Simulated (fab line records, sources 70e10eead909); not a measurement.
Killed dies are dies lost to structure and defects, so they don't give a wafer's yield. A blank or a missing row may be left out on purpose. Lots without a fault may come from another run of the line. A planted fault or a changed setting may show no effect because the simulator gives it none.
fab line records | flow nand_harc
record lots=11 wafers=33 last_day=24
route steps=1159 shown A_STAIRCASE@742 A_SGD_CUT@763 END@1159
lots that met no fault: from a run of the same line without faults
start_h: hours from the record's first day to the start of the lot's first wafer shown | wait_h: hours since the lot's step before | " the same as in the row above | L1.1+2: a row that stands for several wafers | - no value, or no start given | * or withheld: withheld | < > ~ a bound
route shown NAME@n: a module of which the file shows steps, and the number in the route of the first | usual: mean/standard deviation of fault-free wafers | same: alike in all rows | chamber/n: place in a boat | sites: the reading at each site | _std_site: their standard deviation | _edge_site: outer sites' mean less inner sites' | radius_mm: how far each site lies from the wafer's centre | mask NAME#n: copy n | behind: the tool/chamber that last shaped the wafer | hold: why the lot was held/for how many hours/how that ended | device: the transistor (n, p or np) that didn't switch | end of line: the same wafers' tests at the end of the route | a step without rows: its recipe alone | killed: dies lost to structure and defects at the first sort, not the wafer's yield | map: a wafer's dies, x killed, . not, _ none there
set.NAME: the setting as run; set.NAME@STEP: as run at that earlier step | model.NAME: the simulator's own value behind a step, which no gauge read
steps of the route over a sample of lots; a table a step, a row a wafer
services: from which hour (start_h, from the record's first day; less than 0 if before it) a tool's chamber was out of use, for how many hours, and why
## steps
# step NHARC_A_STAIRCASE_DEP_471
# recipe target_thk_a=1000 temp_c=400 pressure_torr=6.5 rf_w=900 teos_flow_sccm=161.4 flow_sccm=2650 target_thk_nm=100 gas=O2 material=SiO2
# usual heater_power_outer_w=312/62 heater_power_w=554/84 throttle_valve_pct=16.0/0.43
# columns lot.wafer tool chamber start_h wait_h heater_power_outer_w heater_power_w throttle_valve_pct
L910.1 pecvd-02 1 300.42 - 311 521 17.0
L910.5 " 2 " " 358 609 16.0
L910.6 " 1 " " 313 545 16.8
L911.2 pecvd-04 0 314.46 - 320 567 15.9
L911.1 " 1 " " 352 617 15.8
L911.4 " 2 " " 224 430 15.6
L913.1 pecvd-04 2 314.76 - 196 395 15.5
L913.6 " 2 " " 200 394 15.5
L913.5 " 0 " " 312 552 16.1
L912.2 pecvd-04 0 324.95 - 308 542 15.7
L912.4 " 2 " " 221 433 15.6
L912.6 " 1 " " 358 601 15.7
L917.1 pecvd-04 1 355.58 - 282 516 15.7
L917.5 " 1 " " 285 514 15.9
L917.6 " 2 " " 236 444 15.7
L919.5 pecvd-02 0 365.53 - 371 650 15.7
L919.6 " 1 " " 303 541 16.3
L919.4 " 2 " " 339 614 16.0
L927.3 pecvd-04 0 406.86 - 311 551 16.1
L927.1 " 2 " " 199 389 15.1
L927.6 " 0 " " 320 540 15.8
L931.1 pecvd-02 2 420.29 - 371 649 16.1
L931.5 " 2 " " 378 659 16.7
L931.6 " 1 " " 351 584 16.5
L929.1 pecvd-04 0 420.33 - 307 550 15.8
L929.2 " 1 " " 309 554 15.6
L929.4 " 2 " " 174 355 15.2
L930.2 pecvd-02 1 421.74 - 323 549 16.3
L930.3 " 2 " " 352 613 16.6
L930.6 " 1 " " 320 556 16.4
L933.3 pecvd-04 0 447.31 - 256 470 15.9
L933.6 " 1 " " 263 498 15.7
L933.5 " 0 " " 261 490 16.1
# step NHARC_A_SGD_CUT_ETCH_59
# recipe target_depth_a=2600 over_etch_frac=0.25 time_s=406.25 ion_energy_ev=200 n2_flow_sccm=150 h2_flow_sccm=150 ar_flow_sccm=0 rf_w=400 bias_w=150 chemistry=N2/H2
# usual bias_w=150.0/0.44 chamber_pressure_mTorr=30.004/0.027 drypump_motor_current_A=5.4/0.59 mfc_ar_sccm=0.009/0.011 oes_product_au=1.000/0.0065 rf_vpp_V=428.9/2.5 showerhead_plenum_p_Torr=1.98/0.086 throttle_valve_pct=14.171/0.0099
# columns lot.wafer tool chamber start_h wait_h bias_w chamber_pressure_mTorr drypump_motor_current_A mfc_ar_sccm oes_product_au rf_hours_counter_h rf_vpp_V showerhead_plenum_p_Torr throttle_valve_pct
L910.1 rie_diel-03 1 302.14 - 150.2 30.001 4.7 0 1.001 9 431.0 2.05 14.168
L910.6 " 2 " " 149.6 30.009 5.8 0.022 0.991 - 425.5 1.89 14.169
L910.5 " 3 " " 150.3 29.960 5.6 0 0.999 - 426.9 1.89 14.188
L913.1 rie_diel-03 3 316.66 - 149.8 30.020 5.5 0 0.997 10 427.0 1.89 14.176
L913.5 " 0 " " 150.1 30.032 4.9 0 0.993 - 432.3 2.11 14.179
L913.6 " 1 " " 150.3 30.026 4.6 0 0.996 - 429.6 2.05 14.172
L911.2 rie_diel-11 3 316.72 - 149.5 30.015 4.8 0 0.993 9 428.4 1.91 14.162
L911.1 " 0 " " 150.1 30.003 6.0 0 0.994 8 429.6 2.04 14.164
L911.4 " 2 " " 149.8 30.008 6.2 0.021 1.001 9 426.7 1.91 14.179
L912.4 rie_diel-11 2 326.74 - 149.9 29.978 6.2 0.021 1.019 9 428.5 1.91 14.180
L912.2 " 3 " " 150.3 30.004 4.8 0 0.999 10 427.7 1.91 14.171
L912.6 " 2 " " 150.1 29.988 6.2 0.021 1.009 - 425.9 1.91 14.181
L917.1 rie_diel-03 2 357.43 - - - - - - - - - -
L917.6 " 3 " " - - - - - - - - -
L917.5 " 0 " " - - - - - - - - -
L919.4 rie_diel-03 2 367.26 - - - - - - - - - -
L919.5 " 0 " " - - - - - - - - -
L919.6 " 1 " " - - - - - - - - -
L927.3 rie_diel-03 2 408.63 - 150.4 29.931 5.8 0.022 1.007 1 426.0 1.89 14.186
L927.1 " 1 " " 149.0 30.027 4.6 0 1.010 1 429.5 2.04 14.179
L927.6 " 2 " " 150.5 29.999 5.8 0.022 1.003 - 425.1 1.89 14.168
L931.1 rie_diel-11 3 422.40 - 149.5 29.998 4.8 0 1.004 4 425.7 1.91 14.171
L931.6 " 2 " " 149.9 30.023 6.2 0.021 0.994 - 427.3 1.90 14.165
L931.5 " 3 " " 150.1 30.008 4.8 0 0.994 - 427.7 1.91 14.168
L929.4 rie_diel-03 3 422.52 - 150.2 30.021 5.6 0 1.002 3 426.3 1.89 14.157
L929.2 " 1 " " 149.6 29.977 4.6 0 1.008 2 431.4 2.04 14.157
L929.1 " 2 " " 150.4 30.035 5.8 0.022 1.003 2 425.8 1.89 14.188
L930.2 rie_diel-11 0 423.51 - 150.4 29.989 6.0 0 0.989 4 430.2 2.03 14.187
L930.3 " 1 " " 150.3 30.029 4.7 0.025 0.994 3 428.8 1.95 14.161
L930.6 " 0 " " 149.7 30.000 6.1 0 0.987 - 429.8 2.04 14.170
L933.3 rie_diel-03 0 449.06 - 149.8 30.012 4.9 0 1.000 5 432.3 2.10 14.176
L933.5 " 3 " " 148.9 29.975 5.5 0 1.000 - 426.0 1.89 14.176
L933.6 " 0 " " 150.3 29.996 4.8 0 0.996 - 432.9 2.10 14.171
# step NHARC_A_SGD_CUT_STRIP_17
# recipe o2_flow_sccm=500 ar_flow_sccm=0 bias_w=0 chemistry=O2
# usual chamber_pressure_mTorr=60.00/0.056 drypump_motor_current_A=5.4/0.6 mfc_ar_sccm=0.009/0.011 oes_product_au=1.000/0.008 rf_vpp_V=57.6/0.75 showerhead_plenum_p_Torr=3.44/0.13 throttle_valve_pct=17.036/0.0095
# same bias_w=0
# columns lot.wafer tool chamber start_h wait_h chamber_pressure_mTorr drypump_motor_current_A mfc_ar_sccm oes_product_au rf_hours_counter_h rf_vpp_V showerhead_plenum_p_Torr throttle_valve_pct
L910.1 rie_diel-03 1 - - 59.94 4.6 0 0.998 9 57.2 3.54 17.043
L910.5 " 0 " " 59.98 4.9 0 1.002 - 56.4 3.63 17.043
L910.6 " 1 " " 59.96 4.6 0 1.001 - 58.3 3.54 17.038
L913.1 rie_diel-03 0 - - 60.02 4.9 0 0.986 11 57.1 3.63 17.031
L913.6 " 0 " " 60.06 4.8 0 1.000 - 58.4 3.63 17.047
L913.5 " 1 " " 59.90 4.6 0 0.995 - 59.2 3.54 17.030
L911.4 rie_diel-11 1 - - 60.06 4.7 0.025 0.987 9 57.6 3.39 17.049
L911.1 " 2 " " 60.05 6.2 0.021 0.997 9 58.2 3.32 17.043
L911.2 " 3 " " 60.02 4.8 0 0.980 9 56.6 3.32 17.029
L912.4 rie_diel-11 3 - - 59.93 4.8 0 0.990 10 56.5 3.32 17.017
L912.2 " 1 " " 59.99 4.7 0.025 0.990 9 58.1 3.39 17.047
L912.6 " 3 " " 60.03 4.8 0 0.987 - 56.8 3.32 17.057
L917.1 rie_diel-03 3 - - 60.00 5.6 0 1.013 15 57.5 3.30 17.027
L917.6 " 2 " " 60.00 5.8 0.022 1.004 - 57.4 3.29 17.040
L917.5 " 3 " " 59.94 5.5 0 1.010 - 56.2 3.30 17.040
L919.4 rie_diel-03 0 - - 60.08 4.9 0 0.983 16 57.7 3.63 17.026
L919.5 " 1 " " 59.95 4.7 0 1.007 - 57.8 3.54 17.033
L919.6 " 2 " " 59.88 5.8 0.022 1.002 - 56.7 3.29 17.042
L927.3 rie_diel-03 1 - - 59.98 4.6 0 1.005 2 58.1 3.53 17.020
L927.1 " 2 " " 59.98 5.8 0.022 1.003 2 57.0 3.29 17.032
L927.6 " 0 " " 59.97 4.8 0 0.995 - 58.0 3.63 17.031
L931.1 rie_diel-11 0 - - 60.07 6.1 0 0.984 4 59.5 3.52 17.046
L931.6 " 3 " " 59.88 4.9 0 0.991 - 56.7 3.32 17.031
L931.5 " 0 " " 60.03 6.1 0 0.991 - 59.0 3.52 17.016
L929.4 rie_diel-03 2 - - 59.99 5.8 0.022 1.012 3 56.7 3.29 17.033
L929.1 " 3 " " 60.03 5.6 0 1.005 3 56.8 3.29 17.027
L929.2 " 0 " " 59.94 4.8 0 1.012 3 57.6 3.63 17.047
L930.2 rie_diel-11 1 - - 60.03 4.7 0.025 1.001 3 56.8 3.38 17.046
L930.3 " 2 " " 59.94 6.2 0.021 0.996 5 57.8 3.32 17.029
L930.6 " 1 " " 60.02 4.7 0.025 1.007 - 58.0 3.38 17.044
L933.3 rie_diel-03 0 - - 60.08 4.9 0 1.002 5 56.2 3.63 17.050
L933.6 " 0 " " 60.04 4.8 0 0.999 - 58.3 3.63 17.034
L933.5 " 1 " " 59.99 4.7 0 1.004 - 57.8 3.53 17.034
# step NHARC_A_SGD_CUT_ETCHBACK_24
# recipe target_depth_a=500 over_etch_frac=0.3 time_s=92.857 ion_energy_ev=120 ch3f_flow_sccm=50 o2_flow_sccm=30 ar_flow_sccm=200 rf_w=500 bias_w=100 chemistry=CH3F/O2
# usual bias_w=100.0/0.3 ch3f_flow_sccm=50.00/0.15 chamber_pressure_mTorr=25.002/0.024 drypump_motor_current_A=5.4/0.59 mfc_ar_sccm=200.0/0.62 oes_product_au=0.96/0.035 rf_vpp_V=243.5/1.7 showerhead_plenum_p_Torr=2.41/0.099 throttle_valve_pct=20.662/0.009
# columns lot.wafer tool chamber start_h wait_h bias_w ch3f_flow_sccm chamber_pressure_mTorr drypump_motor_current_A mfc_ar_sccm oes_product_au rf_hours_counter_h rf_vpp_V showerhead_plenum_p_Torr throttle_valve_pct
L910.1 rie_diel-03 0 308.21 0.2 100.1 50.24 25.023 4.9 199.5 0.92 9 244.9 2.53 20.659
L910.5 " 1 " " 99.9 50.08 25.005 4.6 200.6 0.93 - 244.6 2.47 20.662
L910.6 " 2 " " 100.0 50.08 24.973 5.8 199.2 0.93 - 242.0 2.29 20.671
L911.2 rie_diel-03 0 322.54 0.1 100.0 50.05 25.035 4.8 200.1 0.94 12 245.1 2.53 20.658
L911.1 " 1 " " 99.7 50.07 25.024 4.7 200.4 0.93 12 245.6 2.47 20.659
L911.4 " 3 " " 99.8 49.83 25.022 5.5 201.0 0.93 11 240.9 2.29 20.658
L913.1 rie_diel-12 0 322.59 0.2 99.5 49.98 25.025 5.4 200.1 1.00 12 244.3 2.46 20.672
L913.6 " 1 " " 100.1 50.06 24.973 5.4 201.0 1.00 - 245.4 2.57 20.655
L913.5 " 2 " " 100.2 49.73 24.981 5.6 199.7 0.99 - 245.3 2.50 20.665
L912.4 rie_diel-11 3 333.25 0.1 99.8 49.89 25.020 4.8 200.0 0.93 10 242.3 2.31 20.636
L912.2 " 1 " " 99.5 49.94 24.997 4.7 200.4 0.92 10 242.1 2.36 20.656
L912.6 " 0 " " 100.2 49.82 25.006 6.0 200.6 0.93 - 244.2 2.46 20.660
L917.1 rie_diel-03 0 361.38 0.1 99.9 50.10 25.010 4.9 199.4 0.93 16 244.6 2.53 20.677
L917.6 " 0 " " 100.2 49.94 24.978 4.8 200.1 0.94 - 244.3 2.53 20.653
L917.5 " 1 " " 100.0 49.99 25.021 4.6 199.6 0.93 - 244.7 2.46 20.661
L919.4 rie_diel-03 2 374.44 0.1 99.7 50.33 25.056 5.8 199.5 0.92 16 242.4 2.29 20.666
L919.5 " 1 " " 100.3 49.86 25.004 4.6 200.3 0.92 - 243.9 2.46 20.673
L919.6 " 2 " " 99.2 50.14 25.001 5.8 199.4 0.92 - 241.9 2.29 20.661
L927.1 rie_diel-03 1 414.03 0.2 100.5 49.76 24.991 4.6 199.7 0.96 2 243.8 2.46 20.661
L927.3 " 2 " " 100.3 50.04 24.986 5.8 199.9 0.95 2 242.7 2.28 20.665
L927.6 " 0 " " 100.3 49.96 24.989 4.8 200.7 0.94 - 244.3 2.53 20.655
L931.1 rie_diel-11 1 428.38 0.2 99.7 49.87 24.974 4.7 200.2 0.93 3 243.9 2.35 20.679
L931.5 " 1 " " 99.7 49.76 25.037 4.7 200.8 0.92 - 241.3 2.35 20.655
L931.6 " 2 " " 100.4 50.23 24.963 6.2 199.9 0.93 - 242.1 2.30 20.664
L929.1 rie_diel-12 0 428.43 0.1 99.7 50.08 24.982 5.4 200.7 1.00 3 243.4 2.46 20.665
L929.4 " 1 " " 100.1 50.09 24.998 5.4 201.2 1.00 4 246.2 2.56 20.652
L929.2 " 2 " " 100.3 50.14 25.026 5.6 200.2 1.00 4 244.4 2.49 20.655
L930.3 rie_diel-12 1 428.53 0.2 100.0 50.03 25.043 5.4 200.3 0.99 4 244.6 2.56 20.652
L930.2 " 2 " " 99.8 50.01 24.963 5.6 199.7 0.99 4 243.7 2.49 20.661
L930.6 " 1 " " 100.1 50.14 24.988 5.4 200.6 1.00 - 245.8 2.56 20.660
L933.3 rie_diel-11 1 454.84 0.1 100.0 49.84 24.995 4.7 200.6 0.97 5 243.7 2.35 20.650
L933.6 " 0 " " 99.8 50.06 24.999 6.1 199.3 0.97 - 244.0 2.45 20.662
L933.5 " 1 " " 100.0 50.14 24.971 4.7 201.0 0.97 - 240.9 2.35 20.664
# step NHARC_END_SORT_01
# recipe temp_c=25
# usual killed_at_array=31/12 killed_at_other=0.6/0.85 killed_at_periphery=3.0/2.3 killed_dies=35/12 killed_open=3.2/1.9 killed_short=1.8/1.4
# same gross_dies=677
# columns lot.wafer tool chamber start_h wait_h killed_at_array killed_at_other killed_at_periphery killed_dies killed_open killed_short
L917.1 prober-02 0 500.94 2.5 677 0 0 677 0 2
L917.5 prober-02 0 504.14 3.7 672 1 4 677 7 2
L917.6 prober-02 0 504.94 4.0 675 1 1 677 2 2
L919.4 prober-01 0 503.30 3.4 675 0 2 677 4 2
L919.5 prober-01 0 504.09 3.7 673 1 3 677 2 1
L919.6 prober-01 0 504.89 4.0 675 0 2 677 4 0
# killed by level:class
L917.1 A_SGD_CUT:area_etch=637 A_SLIT:chamber_film_flake=14 A_STAIRCASE:chamber_film_flake=12 A_CONTACT:chamber_film_flake=8 A_CHANNEL_HOLE_D1:chamber_film_flake=3 A_SOURCE_PLATE:geometric_particle:short=1 A_WL_FILL:geometric_particle:short=1 A_WL_FILL:chamber_film_flake=1
L919.4 A_SGD_CUT:area_etch=641 A_SLIT:chamber_film_flake=13 A_CHANNEL_HOLE_D1:chamber_film_flake=9 A_STAIRCASE:chamber_film_flake=3 A_CONTACT:chamber_film_flake=3 P_M2:geometric_particle:open=1 A_CHANNEL_FILL_D1:geometric_particle:open=1 A_SGD_CUT:geometric_particle:open=1
L919.5 A_SGD_CUT:area_etch=633 A_CHANNEL_HOLE_D1:chamber_film_flake=16 A_SLIT:chamber_film_flake=16 A_CONTACT:chamber_film_flake=3 A_STAIRCASE:chamber_film_flake=2 P_CONTACT:geometric_particle:open=1 A_ONON_D1:geometric_particle:open=1 A_CONTACT:geometric_particle:short=1
L917.5 A_SGD_CUT:area_etch=638 A_STAIRCASE:chamber_film_flake=13 A_SLIT:chamber_film_flake=5 A_CHANNEL_HOLE_D1:chamber_film_flake=4 A_CONTACT:chamber_film_flake=4 A_BLC:geometric_particle:open=2 A_M0:geometric_particle:open=2 P_CONTACT:geometric_particle:open=1
L919.6 A_SGD_CUT:area_etch=643 A_SLIT:chamber_film_flake=12 A_CHANNEL_HOLE_D1:chamber_film_flake=9 A_STAIRCASE:chamber_film_flake=4 A_CONTACT:geometric_particle:open=2 P_ZERO_WELL:chamber_film_flake=2 A_WL_FILL:chamber_film_flake=2 A_WL_FILL:geometric_particle:open=1
L917.6 A_SGD_CUT:area_etch=636 A_STAIRCASE:chamber_film_flake=14 A_SLIT:chamber_film_flake=9 A_CHANNEL_HOLE_D1:chamber_film_flake=5 A_CONTACT:chamber_film_flake=5 A_ONON_D1:geometric_particle:open=2 A_ONON_D1:geometric_particle:short=2 A_WL_FILL:chamber_film_flake=2
## services
# columns tool chamber start_h hours kind
rie_diel-11 3 289.42 2.4 repair
rie_diel-03 0 297.83 - clean
rie_diel-03 1 297.83 - clean
rie_diel-03 2 297.83 - clean
rie_diel-03 3 297.83 - clean
rie_diel-12 2 300.91 12.1 repair
pecvd-02 1 318.95 13.3 repair
rie_diel-03 0 322.33 - clean
rie_diel-03 1 322.33 - clean
rie_diel-03 2 322.33 - clean
rie_diel-03 3 322.33 - clean
rie_diel-12 1 324.06 8.2 repair
pecvd-02 - 334.89 13.0 pm
rie_diel-03 0 346.83 - clean
rie_diel-03 1 346.83 - clean
rie_diel-12 1 347.59 5.7 repair
rie_diel-11 - 366.50 9.0 pm
pecvd-04 - 376.80 13.0 pm
rie_diel-12 - 379.40 9.0 pm
pecvd-04 - 391.06 0.7 repair
rie_diel-03 - 392.39 9.0 pm
rie_diel-11 2 393.55 4.1 repair
rie_diel-11 1 396.35 8.9 repair
rie_diel-03 2 450.70 7.6 repair
## key
first_sign step=NHARC_A_SGD_CUT_ETCH_59 reading=tool_record direction=missing
effect step=NHARC_END_SORT_01 reading=killed_dies direction=up sigmas=56 usual=35 struck=677
more_kills_born_at NHARC_A_SGD_CUT_ETCH_59@rie_diel-03=3828
met_at NHARC_A_SGD_CUT_ETCH_59
struck_lots L917,L919
later_rows_left_out L917.1,L917.5,L917.6,L919.4,L919.5,L919.6
tester_left_out L917,L919
not_acting_at NHARC_A_STAIRCASE_DEP_471,NHARC_A_SGD_CUT_STRIP_17,NHARC_A_SGD_CUT_ETCHBACK_24
onset_between 316.66 357.43
fault kind=skipped_step_whole tool=rie_diel-03 chamber=- onset_h=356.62 steps=NHARC_A_SGD_CUT_ETCH_59 scope=struck_lots_only
# tester_left_out: of these lots the tester's yield and bins aren't shown, on N5 and GAA mostly nor the transistor test; their killed dies are dies lost to structure and defects alone, not to doping, threshold or leakage, so they don't give the yield
# later_rows_left_out: the simulator's readings of these wafers behind a module that went badly wrong aren't trusted and aren't shown, but for the sort
